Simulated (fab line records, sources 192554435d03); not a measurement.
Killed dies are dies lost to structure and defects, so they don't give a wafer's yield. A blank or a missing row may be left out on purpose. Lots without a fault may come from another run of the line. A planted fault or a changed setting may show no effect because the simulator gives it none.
Split-lot experiment | flow n5_finfet | 7 lots, 39 wafers read, on a route of 1938 steps

THE SPLIT
At N5_STI_FIN_REVEAL_ETCHBACK_08 (etches SiO2 in C4F6/O2, target depth 30.5 nm, time 10.167 s), the setting time_s was moved away from the recipe's 10.167 s on 15 of the 39 wafers read, by -56.6% to +54.8%. The other wafers ran this setting at the recipe's value.

FROM THE SPLIT TO THE READING: what the file shows between them, 3 steps
- N5_STI_FIN_REVEAL_STRIP_24: strips in N2/H2, time 90 s
- N5_STI_FIN_REVEAL_PRECLEAN_25: cleans in SPM, time 90 s
- N5_STI_FIN_REVEAL_SRD_23: time 30 s

THE READING
trench_depth_nm, in nm, at N5_STI_FIN_REVEAL_FIN_H_MEAS_10. Fault-free wafers of this fab line usually give 52.0 nm, standard deviation 0.5 nm.

wafer  | tool, chamber at the split | time_s as run, s | against the recipe | trench_depth_nm, nm | against lot-mates on the recipe
L082.1 | rie_diel-05, 0,1,2,3,2,1   | 10.167           | recipe             | 52.5                | -
L082.2 | rie_diel-05, 0,1,2,3,2,1   | 10.167           | recipe             | 51.9                | -
L082.3 | rie_diel-05, 0,1,2,3,2,1   | 10.167           | recipe             | 52.4                | -
L082.4 | rie_diel-05, 0,1,2,3,2,1   | 10.167           | recipe             | 51.4                | -
L082.5 | rie_diel-05, 0,1,2,3,2,1   | 10.167           | recipe             | 51.6                | -
L082.6 | rie_diel-05, 0,1,2,3,2,1   | 10.167           | recipe             | 52.6                | -
L087.1 | rie_diel-04, 3,0,3         | 10.167           | recipe             | 51.9                | -
L087.2 | rie_diel-04, 2,0,2         | 5.183            | -49.0%             | 36.9                | -15.4
L087.3 | rie_diel-04, 3,0,3         | 10.167           | recipe             | 52.4                | -
L087.4 | rie_diel-04, 3,0,3         | 10.167           | recipe             | 52.6                | -
L087.5 | rie_diel-04, 2,0,2         | 5.183            | -49.0%             | 37.1                | -15.2
L087.6 | rie_diel-04, 2,0,2         | 5.183            | -49.0%             | 37.1                | -15.2
L088.1 | rie_diel-01, 3,0,3         | 10.167           | recipe             | 52.2                | -
L088.3 | rie_diel-01, 3,0,3         | 10.167           | recipe             | 51.9                | -
L088.6 | rie_diel-01, 3,0,3         | 10.167           | recipe             | 51.3                | -
L091.1 | rie_diel-01, 0,3,2         | 4.416            | -56.6%             | 33.7                | -17.9
L091.2 | rie_diel-01, 1,2,3         | 10.167           | recipe             | 51.7                | -
L091.3 | rie_diel-01, 1,2,3         | 10.167           | recipe             | 51.6                | -
L091.4 | rie_diel-01, 1,2,3         | 10.167           | recipe             | 51.4                | -
L091.5 | rie_diel-01, 0,3,2         | 4.416            | -56.6%             | 33.6                | -18.0
L091.6 | rie_diel-01, 0,3,2         | 4.416            | -56.6%             | 33.7                | -17.9
L093.1 | rie_diel-01, 3,1,2         | 15.74            | +54.8%             | 69.1                | +17.1
L093.2 | rie_diel-01, 0,2,1         | 10.167           | recipe             | 52.7                | -
L093.3 | rie_diel-01, 3,1,2         | 15.74            | +54.8%             | 69.0                | +17.0
L093.4 | rie_diel-01, 3,1,2         | 15.74            | +54.8%             | 68.1                | +16.1
L093.5 | rie_diel-01, 0,2,1         | 10.167           | recipe             | 51.3                | -
L093.6 | rie_diel-01, 0,2,1         | 10.167           | recipe             | 52.1                | -
L094.1 | rie_diel-05, 3,1,2         | 10.167           | recipe             | 51.4                | -
L094.2 | rie_diel-05, 3,1,2         | 10.167           | recipe             | 52.0                | -
L094.3 | rie_diel-05, 0,1,0         | 5.909            | -41.9%             | 39.2                | -12.5
L094.4 | rie_diel-05, 3,1,2         | 10.167           | recipe             | 51.6                | -
L094.5 | rie_diel-05, 0,1,0         | 5.909            | -41.9%             | 38.8                | -12.9
L094.6 | rie_diel-05, 0,1,0         | 5.909            | -41.9%             | 39.1                | -12.6
L096.1 | rie_diel-05, 1,2,2         | 10.167           | recipe             | 52.3                | -
L096.2 | rie_diel-05, 1,2,2         | 10.167           | recipe             | 52.0                | -
L096.3 | rie_diel-05, 0,3,3         | 6.04             | -40.6%             | 39.8                | -12.3
L096.4 | rie_diel-05, 0,3,3         | 6.04             | -40.6%             | 40.1                | -12.0
L096.5 | rie_diel-05, 0,3,3         | 6.04             | -40.6%             | 40.0                | -12.1
L096.6 | rie_diel-05, 1,2,2         | 10.167           | recipe             | 51.9                | -
Where a row lists several chambers, the file gives one row for several wafers and doesn't say which wafer went through which chamber.

THE FIT
A straight line over all 39 wafers: trench_depth_nm changes by +0.309 nm for each +1% of time_s; r = +1.00; the points scatter about the line by 0.48 nm.
The same after taking each lot's own level away (the mean of its wafers on the recipe; 39 wafers): +0.308 nm for each +1%; r = +1.00; scatter 0.39 nm.
On that fit, the largest move of time_s shifts the reading by 17 nm.
The lots' own levels span 51.57 to 52.30 nm, that is 1.5 times the standard deviation above.
So the lot-to-lot level changes the slope little: the two slopes agree.
Check: with one of the wafers moved furthest among these (-56.6%) left out of the fit, the line predicts -17.4 nm for it against its lot-mates. It came out at -17.9 nm against them.

OTHER SPLITS ON THESE WAFERS
These wafers also went through other splits before the reading. Each is held against what the fit with the lots' levels taken away leaves over:
other split on the same wafers | wafers away from the commonest value | r with trench_depth_nm (lot level and that fit taken away)
N5_FIN_SAQP_HM_DEP_03 time_s   | 15                                   | +0.12

THE FILE'S OWN FIT
trench_depth_nm changes by +0.308 nm for each +1% of time_s, r = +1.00.
